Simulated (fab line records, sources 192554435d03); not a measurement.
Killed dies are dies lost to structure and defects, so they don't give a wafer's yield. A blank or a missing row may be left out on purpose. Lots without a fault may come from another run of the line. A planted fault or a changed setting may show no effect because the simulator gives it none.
Split-lot experiment | flow n5_finfet | 7 lots, 21 wafers read, on a route of 1938 steps

THE SPLIT
At N5_BEOL_M6_TRENCH_ETCH_37 (etches SiCOH lowk in C4F6/O2, target depth 94.435 nm, time 31.5 s), the setting source_w was moved away from the recipe's 345 W on 9 of the 21 wafers read, by -14.4% to +13.4%. The other wafers ran this setting at the recipe's value.

FROM THE SPLIT TO THE READING: what the file shows between them, 2 steps
- N5_BEOL_M6_ETCH_41: etches SiCN in CH3F/O2, target depth 29.7 nm, time 52 s
- N5_BEOL_M6_STRIP_80: strips in N2/H2, time 10 s

THE READING
trench_depth_nm, in nm, at N5_BEOL_M6_OCD_MEAS_38. Fault-free wafers of this fab line usually give 94.6 nm, standard deviation 2 nm.

wafer  | tool, chamber at the split | source_w as run, W | against the recipe | trench_depth_nm, nm | against lot-mates on the recipe
L076.3 | rie_diel-04, 1             | 299.6              | -13.2%             | 88.6                | -5.2
L076.4 | rie_diel-04, 0             | 299.6              | -13.2%             | 88.9                | -4.9
L076.6 | rie_diel-04, 1             | 345                | recipe             | 93.8                | -
L077.1 | rie_diel-04, 2             | 345                | recipe             | 91.8                | -
L077.2 | rie_diel-04, 1             | 345                | recipe             | 94.4                | -
L077.6 | rie_diel-04, 1             | 345                | recipe             | 94.9                | -
L081.2 | rie_diel-04, 1             | 345                | recipe             | 95.2                | -
L081.3 | rie_diel-04, 3             | 345                | recipe             | 95.1                | -
L081.6 | rie_diel-04, 0             | 373.3              | +8.2%              | 97.3                | +2.1
L079.2 | rie_diel-05, 0             | 302.6              | -12.3%             | 88.3                | -8.4
L079.4 | rie_diel-05, 2             | 302.6              | -12.3%             | 91.4                | -5.3
L079.6 | rie_diel-05, 3             | 345                | recipe             | 96.7                | -
L080.1 | rie_diel-05, 2             | 345                | recipe             | 96.6                | -
L080.4 | rie_diel-05, 3             | 345                | recipe             | 96.7                | -
L080.5 | rie_diel-05, 1             | 391.1              | +13.4%             | 101.2               | +4.5
L084.2 | rie_diel-04, 2             | 313.3              | -9.2%              | 87.1                | -6.9
L084.4 | rie_diel-04, 1             | 345                | recipe             | 94.4                | -
L084.6 | rie_diel-04, 1             | 345                | recipe             | 93.6                | -
L085.1 | rie_diel-05, 2             | 345                | recipe             | 96.0                | -
L085.3 | rie_diel-05, 0             | 295.2              | -14.4%             | 88.0                | -8.0
L085.6 | rie_diel-05, 2             | 295.2              | -14.4%             | 89.8                | -6.2

THE FIT
A straight line over all 21 wafers: trench_depth_nm changes by +0.448 nm for each +1% of source_w; r = +0.91; the points scatter about the line by 1.6 nm.
The same after taking each lot's own level away (the mean of its wafers on the recipe; 21 wafers): +0.446 nm for each +1%; r = +0.95; scatter 1.2 nm.
On that fit, the largest move of source_w shifts the reading by 6.4 nm.
The lots' own levels span 93.70 to 96.70 nm, that is 1.5 times the standard deviation above.
So the lot-to-lot level changes the slope little: the two slopes agree.
Check: with one of the wafers moved furthest among these (-14.4%) left out of the fit, the line predicts -6.61 nm for it against its lot-mates. It came out at -8 nm against them.
Tool readings at the split's step, against how far the setting was moved: rf_vpp_V r = -0.87.

THE WHOLE CHAIN: every reading that the file lists as answering this split, in the file's order
step                      | what it does                                                      | reading                                                                   | change (the file's fit)               | r (the file's)
N5_BEOL_M6_TRENCH_ETCH_37 | etches SiCOH lowk in C4F6/O2, target depth 94.435 nm, time 31.5 s | rf_vpp_V                                                                  | -4.66 V for each +1% of the setting   | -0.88
N5_BEOL_M6_TRENCH_ETCH_37 | etches SiCOH lowk in C4F6/O2, target depth 94.435 nm, time 31.5 s | BEOL_M6.feature_depth_nm (the simulator's own value, which no gauge read) | +0.458 nm for each +1% of the setting | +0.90
N5_BEOL_M6_TRENCH_ETCH_37 | etches SiCOH lowk in C4F6/O2, target depth 94.435 nm, time 31.5 s | etch.depth_nm (the simulator's own value, which no gauge read)            | +0.461 nm for each +1% of the setting | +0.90
N5_BEOL_M6_OCD_MEAS_38    |                                                                   | trench_depth_nm                                                           | +0.458 nm for each +1% of the setting | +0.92

THE FILE'S OWN FIT
trench_depth_nm changes by +0.458 nm for each +1% of source_w, r = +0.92.
